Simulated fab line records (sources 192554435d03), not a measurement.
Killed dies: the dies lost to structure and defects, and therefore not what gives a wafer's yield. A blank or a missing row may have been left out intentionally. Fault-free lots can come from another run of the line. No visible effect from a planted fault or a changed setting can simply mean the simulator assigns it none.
fab line records	flow n5Finfet
[record] lots = 7	wafers = 39
route steps=1938 shown BEOL_M6@1239 BEOL_M8@1344
startH: the number of hours between the record's first day and the start of the first shown wafer of the lot	waitH: time in hours since the lot's previous step	" the same as in the row above	L1.1+2: one row covering several wafers at once	- no value, or no start given	* or withheld: withheld	< > ~ a bound
route shown NAME@n: names a module that has steps shown in the file, with the first one's number in the route	usual: mean and standard deviation over wafers with no fault	same: alike in all rows	chamber/n: place in a boat	sites: readings site by site	_std_site: the values' standard deviation	_edge_site: mean of outer sites minus mean of inner sites	radiusMm: for every site, how far away it sits from the centre of the wafer	mask NAME#n: copy n	behind: the most recent tool/chamber to have shaped the wafer	hold: the reason the lot was held/the length of the hold in hours/how it ended	device: the n, p or np transistor that did not switch	end of line: tests of these same wafers at the route's end	for a step that has no rows: nothing shown but its recipe	killed: not the wafer's yield, but the dies lost to structure and defects at the first sort	map: a wafer's dies, marking killed ones x, the rest . and places with no die _
set.NAME: the setting as run; set.NAME@STEP: as run at that earlier step	model.NAME: the simulator's own value behind a step, which no gauge read
lots with deliberately changed settings; one table per step, one row per wafer
[[steps]]
[step N5_BEOL_M6_TRENCH_ETCH_37]
[recipe] chemistry = C4F6/O2	targetDepthA = 944.35	target = SiCOH_lowk	timeS = 31.5	ionEnergyEv = 250	pressureMtorr = 30	sourceW = 345	biasW = 185	Ar_flow_sccm = 300	C4F6_flow_sccm = 10	O2_flow_sccm = 10
lot.wafer	tool	chamber	startH	waitH	set.timeS	model.etch.depthNm	model.BEOL_M6.featureDepthNm	model.TiN_of_BEOL_M6_HM_DEP_02.thkNm
L074.1	rieDiel-06	3	-	-	31.5	98.47	98.4	17.2
L074.2	"	1	"	"	31.5	100.2	100.2	17.2
L074.3	"	2	"	"	31.5	95.28	95.2	17.4
L074.4	"	0	"	"	31.5	99.17	99.2	17.4
L074.5	"	3	"	"	31.5	99.54	99.6	17.4
L074.6	"	2	"	"	31.5	95.64	95.6	17.6
L081.2	rieDiel-01	2	-	-	31.5	94.14	94.2	17.6
L081.3	"	1	"	"	31.5	91.74	91.8	17.6
L081.4	"	3	"	"	31.5	93.35	93.4	17.6
L082.1	rieDiel-06	1	-	-	31.5	98.79	98.8	17.2
L082.2	"	3	"	"	31.5	98.35	98.4	17.6
L082.3	"	0	"	"	43.99	135.4	135.4	16.4
L082.4	"	2	"	"	43.99	130.9	130.8	16.4
L082.5	"	2	"	"	31.5	94.36	94.4	17.4
L082.6	"	3	"	"	43.99	137.3	137.2	16.2
L087.1	rieDiel-02	3	-	-	31.5	96.1	96	16.6
L087.2	"	2	"	"	38.58	117.5	117.4	16.4
L087.3	"	1	"	"	38.58	114.1	114.2	16.4
L087.4	"	0	"	"	31.5	95.83	95.8	17.2
L087.5	"	2	"	"	31.5	95.48	95.4	17
L087.6	"	1	"	"	38.58	114	114	16.4
L088.1	rieDiel-02	2	-	-	31.5	96.24	96.2	17.4
L088.2	"	1	"	"	31.5	94.02	94	17.4
L088.3	"	3	"	"	31.5	96.03	96	17.4
L088.4	"	0	"	"	45.46	138.6	138.6	16.4
L088.5	"	2	"	"	45.46	138.4	138.4	16.2
L088.6	"	1	"	"	45.46	135.5	135.4	16.4
L092.1	rieDiel-01	0	-	-	31.5	92.76	92.8	18
L092.2	"	3	"	"	50.35	150.6	150.6	16
L092.3	"	1	"	"	50.35	149.6	149.6	16.2
L092.4	"	2	"	"	31.5	93.2	93.2	17.8
L092.5	"	1	"	"	50.35	150.2	150.2	15.8
L092.6	"	2	"	"	31.5	93.45	93.4	17.8
L093.1	rieDiel-02	2	-	-	31.5	96.61	96.6	17.2
L093.2	"	1	"	"	18.64	55.23	55.2	18.4
L093.3	"	3	"	"	31.5	95.6	95.6	17.4
L093.4	"	0	"	"	31.5	95.93	96	17
L093.5	"	1	"	"	18.64	55.49	55.4	18.4
L093.6	"	0	"	"	18.64	56.82	56.8	18.4
[step N5_BEOL_M6_ETCH_41]
[recipe] chemistry = CH3F/O2	target = SiCN	targetDepthA = 297	taperDeg = 2	timeS = 52	ionEnergyEv = 120	maskMaterial = TiN	pressureMtorr = 30	sourceW = 395	biasW = 75	Ar_flow_sccm = 150	CH3F_flow_sccm = 30	O2_flow_sccm = 20
[step N5_BEOL_M6_STRIP_80]
[recipe] chemistry = N2/H2	timeS = 10	powerW = 450	tempC = 40	pressureMtorr = 20	rfFrequencyHz = 6e+07	biasPowerW = 7	n2FlowSccm = 200	h2FlowSccm = 200
[step N5_BEOL_M6_OCD_MEAS_38]
[usual] trenchDepthNm = 94.8/2
lot.wafer	tool	chamber	startH	waitH	set.timeS@BEOL_M6_TRENCH_ETCH_37	trenchDepthNm
L074.1	ocd-02	-	172.75	-	31.5	98.7
L074.2	"	-	"	"	31.5	99.8
L074.3	"	-	"	"	31.5	95.0
L074.4	"	-	"	"	31.5	99.3
L074.5	"	-	"	"	31.5	99.6
L074.6	"	-	"	"	31.5	95.7
L081.2	ocd-02	-	223.86	-	31.5	94.3
L081.3	"	-	"	"	31.5	92.3
L081.4	"	-	"	"	31.5	93.3
L082.1	ocd-02	-	232.00	-	31.5	98.5
L082.2	"	-	"	"	31.5	98.2
L082.3	"	-	"	"	43.99	135.3
L082.4	"	-	"	"	43.99	130.2
L082.5	"	-	"	"	31.5	94.3
L082.6	"	-	"	"	43.99	136.8
L087.1	ocd-02	-	260.53	-	31.5	96.2
L087.2	"	-	"	"	38.58	117.3
L087.3	"	-	"	"	38.58	114.0
L087.4	"	-	"	"	31.5	96.2
L087.5	"	-	"	"	31.5	95.5
L087.6	"	-	"	"	38.58	114.2
L088.1	ocd-02	-	262.45	-	31.5	96.1
L088.2	"	-	"	"	31.5	94.1
L088.3	"	-	"	"	31.5	95.9
L088.4	"	-	"	"	45.46	137.9
L088.5	"	-	"	"	45.46	138.4
L088.6	"	-	"	"	45.46	135.4
L092.1	ocd-02	-	286.97	-	31.5	93.0
L092.2	"	-	"	"	50.35	150.7
L092.3	"	-	"	"	50.35	149.3
L092.4	"	-	"	"	31.5	92.9
L092.5	"	-	"	"	50.35	150.7
L092.6	"	-	"	"	31.5	92.6
L093.1	ocd-02	-	295.72	-	31.5	96.3
L093.2	"	-	"	"	18.64	55.1
L093.3	"	-	"	"	31.5	95.9
L093.4	"	-	"	"	31.5	96.2
L093.5	"	-	"	"	18.64	55.3
L093.6	"	-	"	"	18.64	56.6
[step N5_BEOL_M6_HM_STRIP_39]
[recipe] chemistry = peroxideTinStrip	material = TiN	targetDepthA = 250	tempC = 50	timeS = 158
[step N5_BEOL_M6_SRD_40]
[recipe] timeS = 30	tempC = 23	rinseLiquid = diw	dry = ipaMarangoni
[step N5_BEOL_M6_ECD_50]
[recipe] material = Cu	targetThkA = 3000
[step N5_BEOL_M6_ANNEAL_51]
[recipe] tempC = 225	timeS = 90	ambient = N2
[step N5_BEOL_M6_CMP_52]
[recipe] stopOn = SiCOH_lowk	tOverpolishS = 6.9	downForcePsi = 1	platenRpm = 50	clearingPlatenDownForcePsi = 1.5	clearingPlatenRpm = 50	postCmpClean = cuAlkaline	targetThkNm = 80	clearingPlatenPadVelocityMS = 0.99484	padVelocityMS = 0.99484
lot.wafer	tool	chamber	startH	waitH	set.timeS@BEOL_M6_TRENCH_ETCH_37	model.Cu_of_BEOL_M6_ECD_50.thkNm
L074.1	cmp-02	3	176.48	0.3	31.5	83.2
L074.3	"	0	"	"	31.5	80.4
L074.2	"	1	"	"	31.5	85.4
L074.4	"	2	"	"	31.5	86.2
L074.5	"	3	"	"	31.5	83.4
L074.6	"	0	"	"	31.5	80.2
L081.3+4	cmp-04	1,2	227.94	0.3	31.5	78.4
L081.2	"	3	"	"	31.5	81.2
L082.2	cmp-02	0	234.19	0.2	31.5	83
L082.3	"	1	"	"	43.99	121.4
L082.4	"	2	"	"	43.99	118
L082.1	"	3	"	"	31.5	84.4
L082.6	"	0	"	"	43.99	121.6
L082.5	"	1	"	"	31.5	81.6
L087.4	cmp-02	2	263.67	0.1	31.5	82.6
L087.1	"	3	"	"	31.5	81.8
L087.2	"	0	"	"	38.58	102.4
L087.3	"	1	"	"	38.58	98.8
L087.6	"	2	"	"	38.58	101.2
L087.5	"	3	"	"	31.5	80.6
L088.3	cmp-02	2	265.15	0.3	31.5	83.4
L088.1	"	3	"	"	31.5	82.4
L088.4	"	0	"	"	45.46	123.4
L088.2	"	1	"	"	31.5	81
L088.6	"	2	"	"	45.46	123
L088.5	"	3	"	"	45.46	125.4
L092.4	cmp-01	3	290.70	0.1	31.5	78.6
L092.1	"	0	"	"	31.5	80.2
L092.2	"	1	"	"	50.35	136.6
L092.3	"	2	"	"	50.35	137.6
L092.5	"	3	"	"	50.35	135.6
L092.6	"	0	"	"	31.5	79.2
L093.4	cmp-02	1	297.83	0.3	31.5	81.6
L093.1	"	2	"	"	31.5	83.4
L093.2	"	3	"	"	18.64	41.8
L093.3	"	0	"	"	31.5	81.4
L093.5	"	1	"	"	18.64	42.4
L093.6	"	2	"	"	18.64	45.4
[step N5_BEOL_M6_THK_MEAS_53]
[recipe] thkMeasGauge = xrf	reads = Cu_of_BEOL_M6_ECD_50
[usual] M6_THK = 79.8/2.4
lot.wafer	tool	chamber	startH	waitH	set.timeS@BEOL_M6_TRENCH_ETCH_37	M6_THK[nm]
L074.1	filmMetro-01	-	176.78	-	31.5	82.4
L074.2	"	-	"	"	31.5	84.7
L074.3	"	-	"	"	31.5	79.5
L074.4	"	-	"	"	31.5	85.2
L074.5	"	-	"	"	31.5	82.4
L074.6	"	-	"	"	31.5	79.4
L081.2	filmMetro-02	-	228.20	-	31.5	80.1
L081.3	"	-	"	"	31.5	77.3
L081.4	"	-	"	"	31.5	77.8
L082.1	filmMetro-01	-	234.48	-	31.5	83.2
L082.2	"	-	"	"	31.5	82.0
L082.3	"	-	"	"	43.99	120.1
L082.4	"	-	"	"	43.99	116.5
L082.5	"	-	"	"	31.5	80.4
L082.6	"	-	"	"	43.99	120.2
L087.1	filmMetro-02	-	263.96	-	31.5	80.6
L087.2	"	-	"	"	38.58	101.1
L087.3	"	-	"	"	38.58	98.0
L087.4	"	-	"	"	31.5	81.8
L087.5	"	-	"	"	31.5	79.9
L087.6	"	-	"	"	38.58	100.0
L088.1	filmMetro-02	-	265.44	-	31.5	81.9
L088.2	"	-	"	"	31.5	80.3
L088.3	"	-	"	"	31.5	82.7
L088.4	"	-	"	"	45.46	122.2
L088.5	"	-	"	"	45.46	124.5
L088.6	"	-	"	"	45.46	122.3
L092.1	filmMetro-02	-	291.00	-	31.5	78.8
L092.2	"	-	"	"	50.35	134.1
L092.3	"	-	"	"	50.35	134.9
L092.4	"	-	"	"	31.5	77.3
L092.5	"	-	"	"	50.35	132.8
L092.6	"	-	"	"	31.5	77.9
L093.1	filmMetro-01	-	298.12	-	31.5	82.4
L093.2	"	-	"	"	18.64	41.5
L093.3	"	-	"	"	31.5	80.2
L093.4	"	-	"	"	31.5	81.3
L093.5	"	-	"	"	18.64	41.9
L093.6	"	-	"	"	18.64	45.0
[step N5_BEOL_M6_PRE_CLEAN_55]
[recipe] gas = NH3	timeS = 15	tempC = withheld	rfPowerW = 300
[step N5_BEOL_M6_DEP_56]
[recipe] material = SiCN	targetThkA = 100	tempC = withheld	precursor = 3MS/NH3	pressureTorr = 3	rfW = 202	timeS = 17.5
[step N5_BEOL_M6_RS_MEAS_57]
[recipe] thkMeasGauge = four-point-probe	reads = Cu_of_BEOL_M6_ECD_50+Co_of_BEOL_M6_CVD_78+TaN_of_BEOL_M6_ALD_77
[usual] M6_RS = 0.283/0.0095
lot.wafer	tool	chamber	startH	waitH	set.timeS@BEOL_M6_TRENCH_ETCH_37	M6_RS[ohm/sq]
L074.1	filmMetro-02	-	176.91	0.1	31.5	0.273
L074.2	"	-	"	"	31.5	0.265
L074.3	"	-	"	"	31.5	0.285
L074.4	"	-	"	"	31.5	0.262
L074.5	"	-	"	"	31.5	0.272
L074.6	"	-	"	"	31.5	0.285
L081.2	filmMetro-01	-	228.33	0.1	31.5	0.281
L081.3	"	-	"	"	31.5	0.293
L081.4	"	-	"	"	31.5	0.293
L082.1	filmMetro-01	-	234.65	0.1	31.5	0.268
L082.2	"	-	"	"	31.5	0.274
L082.3	"	-	"	"	43.99	0.177
L082.4	"	-	"	"	43.99	0.183
L082.5	"	-	"	"	31.5	0.280
L082.6	"	-	"	"	43.99	0.177
L087.1	filmMetro-02	-	264.09	0.1	31.5	0.279
L087.2	"	-	"	"	38.58	0.215
L087.3	"	-	"	"	38.58	0.224
L087.4	"	-	"	"	31.5	0.276
L087.5	"	-	"	"	31.5	0.283
L087.6	"	-	"	"	38.58	0.218
L088.1	filmMetro-01	-	265.58	0.1	31.5	0.277
L088.2	"	-	"	"	31.5	0.282
L088.3	"	-	"	"	31.5	0.272
L088.4	"	-	"	"	45.46	0.174
L088.5	"	-	"	"	45.46	0.171
L088.6	"	-	"	"	45.46	0.175
L092.1	filmMetro-01	-	291.13	0.1	31.5	0.285
L092.2	"	-	"	"	50.35	0.156
L092.3	"	-	"	"	50.35	0.154
L092.4	"	-	"	"	31.5	0.292
L092.5	"	-	"	"	50.35	0.157
L092.6	"	-	"	"	31.5	0.289
L093.1	filmMetro-01	-	298.25	0.1	31.5	0.272
L093.2	"	-	"	"	18.64	0.636
L093.3	"	-	"	"	31.5	0.281
L093.4	"	-	"	"	31.5	0.279
L093.5	"	-	"	"	18.64	0.625
L093.6	"	-	"	"	18.64	0.572
[step N5_BEOL_M8_DEVELOP_10]
[recipe] developTimeS = 30	developer = TMAH	resist = CAR-ArF	rinseLiquid = diw	dry = airSpin	devTempC = 23
lot.wafer	tool	chamber	startH	waitH	set.developTimeS
L074.1+4+5	lithoTrack-03	0	-	-	30
L074.2+3+6	"	0	"	"	14.01
L081.2+3+4	lithoTrack-05	0	-	-	30
L082.1+2+3+4+5+6	lithoTrack-03	0	-	-	30
L087.1+4+6	lithoTrack-05	0	-	-	45.71
L087.2+3+5	"	0	"	"	30
L088.1+2+4	lithoTrack-05	0	-	-	23.09
L088.3+5+6	"	0	"	"	30
L092.1+3+5	lithoTrack-01	0	-	-	30
L092.2+4+6	"	0	"	"	38.07
L093.1+2+5	lithoTrack-05	0	-	-	30
L093.3+4+6	"	0	"	"	37.2
[step N5_BEOL_M8_CD_MEAS_11]
[recipe] targetCdNm = 38.5	landingEnergyEv = 500	detector = seInlens	polarity = opening
[usual] cdNm = 38.4/0.48
lot.wafer	tool	chamber	startH	waitH	set.developTimeS@BEOL_M8_DEVELOP_10	cdNm
L074.1	cdSem-02	0	188.38	-	30	37.4
L074.2	"	0	"	"	14.01	35.4
L074.3	"	0	"	"	14.01	34.8
L074.4	"	0	"	"	30	37.9
L074.5	"	0	"	"	30	38.4
L074.6	"	0	"	"	14.01	34.8
L081.2	cdSem-01	0	236.55	-	30	38.6
L081.3	"	0	"	"	30	39.1
L081.4	"	0	"	"	30	38.2
L082.1	cdSem-02	0	246.12	-	30	38.4
L082.2	"	0	"	"	30	37.7
L082.3	"	0	"	"	30	37.7
L082.4	"	0	"	"	30	38.4
L082.5	"	0	"	"	30	37.5
L082.6	"	0	"	"	30	37.4
L087.1	cdSem-02	0	272.66	-	45.71	40.1
L087.2	"	0	"	"	30	38.8
L087.3	"	0	"	"	30	38.5
L087.4	"	0	"	"	45.71	40.1
L087.5	"	0	"	"	30	38.5
L087.6	"	0	"	"	45.71	40.3
L088.1	cdSem-02	0	275.59	-	23.09	37.4
L088.2	"	0	"	"	23.09	36.9
L088.3	"	0	"	"	30	38.6
L088.4	"	0	"	"	23.09	37.6
L088.5	"	0	"	"	30	38.3
L088.6	"	0	"	"	30	38.2
L092.1	cdSem-01	0	309.27	-	30	39.2
L092.2	"	0	"	"	38.07	39.5
L092.3	"	0	"	"	30	38.6
L092.4	"	0	"	"	38.07	40.2
L092.5	"	0	"	"	30	38.7
L092.6	"	0	"	"	38.07	39.8
L093.1	cdSem-01	0	315.79	-	30	37.8
L093.2	"	0	"	"	30	37.7
L093.3	"	0	"	"	37.2	38.7
L093.4	"	0	"	"	37.2	39.3
L093.5	"	0	"	"	30	37.7
L093.6	"	0	"	"	37.2	39.3
[step N5_BEOL_M8_DESCUM_16]
[recipe] chemistry = O2	timeS = 7.9	sourcePowerW = 50	biasPowerW = 20	pressureMtorr = 20	rfFrequencyHz = 2.712e+07	tempC = 40	resist = CAR-ArF	o2FlowSccm = 225
[step N5_BEOL_M8_ETCH_61]
[recipe] chemistry = CF4	target = SiARC	targetDepthA = 455	maskMaterial = CAR-ArF	timeS = 75.8	ionEnergyEv = 80	pressureMtorr = 40	sourceW = 545	biasW = 36	Ar_flow_sccm = 100	cf4FlowSccm = 100	ends = cleared
lot.wafer	tool	chamber	startH	waitH	set.developTimeS@BEOL_M8_DEVELOP_10	model.BEOL_M8.cdOffsetNm
L074.1	rieDiel-06	3	188.50	0.0	30	-0.8
L074.2	"	0	"	"	14.01	-2.8
L074.3	"	1	"	"	14.01	-3
L074.4	"	2	"	"	30	-0.6
L074.5	"	1	"	"	30	0.2
L074.6	"	0	"	"	14.01	-3.2
L081.2+3+4	rieDiel-06	1,3,0	236.84	0.0	30	0.2
L082.1	rieDiel-02	3	246.33	0.0	30	-0.4
L082.2	"	2	"	"	30	-1
L082.3+6	"	1,3	"	"	30	-0.8
L082.4	"	0	"	"	30	-0.2
L082.5	"	0	"	"	30	-1.2
L087.1+4+6	rieDiel-06	1,0,3	272.79	0.0	45.71	1.8
L087.2	"	3	"	"	30	0.2
L087.3	"	2	"	"	30	-0.6
L087.5	"	0	"	"	30	-0.2
L088.1	rieDiel-02	2	275.77	0.0	23.09	-1.6
L088.2+4	"	0,3	"	"	23.09	-1.2
L088.3	"	1	"	"	30	-0.4
L088.5+6	"	3,0	"	"	30	-0.2
L092.1	rieDiel-06	1	309.39	0.0	30	1.2
L092.2	"	2	"	"	38.07	0.8
L092.3	"	3	"	"	30	-0.2
L092.4	"	0	"	"	38.07	1.4
L092.5	"	1	"	"	30	0.6
L092.6	"	2	"	"	38.07	1
L093.1	rieDiel-06	0	316.04	0.0	30	-0.2
L093.2	"	3	"	"	30	-0.6
L093.3+6	"	1,3	"	"	37.2	1.2
L093.4	"	0	"	"	37.2	0.8
L093.5	"	1	"	"	30	0.4
[step N5_BEOL_M8_ETCH_62]
[recipe] chemistry = N2/H2	target = SOC	targetDepthA = 1100	overetchA = 220	maskMaterial = SiARC	tempC = 40	timeS = 165	ionEnergyEv = 200	pressureMtorr = 30	sourceW = 840	biasW = 150	n2FlowSccm = 200	h2FlowSccm = 200
lot.wafer	tool	chamber	startH	waitH	set.developTimeS@BEOL_M8_DEVELOP_10	model.BEOL_M8.cdOffsetNm
L074.1+4	rieDiel-06	3,2	188.56	0.0	30	-0.8
L074.2	"	0	"	"	14.01	-2.6
L074.3	"	1	"	"	14.01	-3.2
L074.5	"	1	"	"	30	0
L074.6	"	0	"	"	14.01	-2.8
L081.2+3	rieDiel-06	1,3	236.90	0.0	30	0.4
L081.4	"	0	"	"	30	0.6
L082.1	rieDiel-02	3	246.39	0.0	30	-0.6
L082.2+3	"	2,1	"	"	30	-1.2
L082.4	"	0	"	"	30	-0.2
L082.5+6	"	0,3	"	"	30	-1
L087.1+6	rieDiel-06	1,3	272.84	0.0	45.71	1.8
L087.2	"	3	"	"	30	0.2
L087.3	"	2	"	"	30	-0.2
L087.4	"	0	"	"	45.71	2.2
L087.5	"	0	"	"	30	0
L088.1	rieDiel-02	2	275.82	0.0	23.09	-1.6
L088.2	"	0	"	"	23.09	-0.8
L088.3	"	1	"	"	30	-0.6
L088.4	"	3	"	"	23.09	-1.4
L088.5	"	3	"	"	30	-0.2
L088.6	"	0	"	"	30	0.2
L092.1	rieDiel-06	1	309.45	0.0	30	1
L092.2	"	2	"	"	38.07	0.6
L092.3	"	3	"	"	30	-0.2
L092.4	"	0	"	"	38.07	1.6
L092.5	"	1	"	"	30	0.4
L092.6	"	2	"	"	38.07	0.8
L093.1	rieDiel-06	0	316.09	0.0	30	-0.2
L093.2	"	3	"	"	30	-0.6
L093.3+6	"	1,3	"	"	37.2	1.2
L093.4	"	0	"	"	37.2	0.8
L093.5	"	1	"	"	30	0.4
[step N5_BEOL_M8_STRIP_68]
[recipe] chemistry = N2/H2	tempC = 40	n2FlowSccm = 200	h2FlowSccm = 200	rfFrequencyHz = 6e+07
[step N5_BEOL_M8_STRIP_67]
[recipe] chemistry = CF4	resist = SiARC	powerW = 300	biasPowerW = 75	pressureMtorr = 50	cf4FlowSccm = 150	rfFrequencyHz = 6e+07
[step N5_BEOL_M8_HM_OPEN_17]
[recipe] chemistry = Cl2/BCl3	targetDepthA = 200	overetchA = 60	target = TiN	maskMaterial = SOC	ionEnergyEv = 150	pressureMtorr = 10	icpW = 1000	biasW = 126	Cl2_flow_sccm = 53.25	bcl3FlowSccm = 21.75	Ar_flow_sccm = 25
lot.wafer	tool	chamber	startH	waitH	set.developTimeS@BEOL_M8_DEVELOP_10	model.BEOL_M8.cdOffsetNm
L074.1+4	rieMetal-01	0	188.75	0.0	30	-0.8
L074.2	"	1	"	"	14.01	-2.6
L074.3	"	1	"	"	14.01	-3.2
L074.5	"	1	"	"	30	0
L074.6	"	0	"	"	14.01	-2.8
L081.2	rieMetal-02	0	237.09	0.0	30	0.2
L081.3	"	0	"	"	30	0.4
L081.4	"	1	"	"	30	0.6
L082.1	rieMetal-02	0	246.59	0.0	30	-0.6
L082.2+5	"	1	"	"	30	-1.2
L082.3	"	0	"	"	30	-1.4
L082.4	"	1	"	"	30	-0.2
L082.6	"	0	"	"	30	-1
L087.1	rieMetal-03	0	273.03	0.0	45.71	1.6
L087.2	"	1	"	"	30	0.2
L087.3	"	1	"	"	30	-0.4
L087.4	"	0	"	"	45.71	2.4
L087.5	"	1	"	"	30	-0.2
L087.6	"	0	"	"	45.71	1.8
L088.1+4	rieMetal-02	1,0	276.01	0.0	23.09	-1.6
L088.2	"	0	"	"	23.09	-0.8
L088.3	"	1	"	"	30	-0.6
L088.5	"	0	"	"	30	-0.4
L088.6	"	1	"	"	30	0.2
L092.1	rieMetal-02	1	309.64	0.0	30	0.8
L092.2	"	0	"	"	38.07	0.4
L092.3	"	1	"	"	30	-0.2
L092.4	"	0	"	"	38.07	1.4
L092.5	"	1	"	"	30	0.2
L092.6	"	0	"	"	38.07	0.8
L093.1	rieMetal-03	1	316.28	0.0	30	-0.2
L093.2	"	1	"	"	30	-0.6
L093.3+6	"	1	"	"	37.2	1.2
L093.4	"	1	"	"	37.2	0.8
L093.5	"	1	"	"	30	0.4
[[key]]
[split] step = N5_BEOL_M6_TRENCH_ETCH_37	setting = timeS	stated = 31.5	by = wafer
[response] step = N5_BEOL_M6_TRENCH_ETCH_37	reading = model.etch.depthNm	change = +0.951	per = 1%	r = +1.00
[response] step = N5_BEOL_M6_TRENCH_ETCH_37	reading = model.BEOL_M6.featureDepthNm	change = +0.951	per = 1%	r = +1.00
[response] step = N5_BEOL_M6_TRENCH_ETCH_37	reading = model.TiN_of_BEOL_M6_HM_DEP_02.thkNm	change = -0.0282	per = 1%	r = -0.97
[response] step = N5_BEOL_M6_OCD_MEAS_38	reading = trenchDepthNm	change = +0.952	per = 1%	r = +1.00
[response] step = N5_BEOL_M6_CMP_52	reading = model.Cu_of_BEOL_M6_ECD_50.thkNm	change = +0.944	per = 1%	r = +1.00
[response] step = N5_BEOL_M6_THK_MEAS_53	reading = M6_THK	change = +0.931	per = 1%	r = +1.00
[response] step = N5_BEOL_M6_RS_MEAS_57	reading = M6_RS	shape = bent	atLowest = 0.611	atStated = 0.279	atHighest = 0.156
[split] step = N5_BEOL_M8_DEVELOP_10	setting = developTimeS	stated = 30	by = wafer
[response] step = N5_BEOL_M8_CD_MEAS_11	reading = cdNm	change = +0.0433	per = 1%	r = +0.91
[response] step = N5_BEOL_M8_ETCH_61	reading = model.BEOL_M8.cdOffsetNm	change = +0.042	per = 1%	r = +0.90
[response] step = N5_BEOL_M8_ETCH_62	reading = model.BEOL_M8.cdOffsetNm	change = +0.0398	per = 1%	r = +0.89
[response] step = N5_BEOL_M8_HM_OPEN_17	reading = model.BEOL_M8.cdOffsetNm	change = +0.0408	per = 1%	r = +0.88
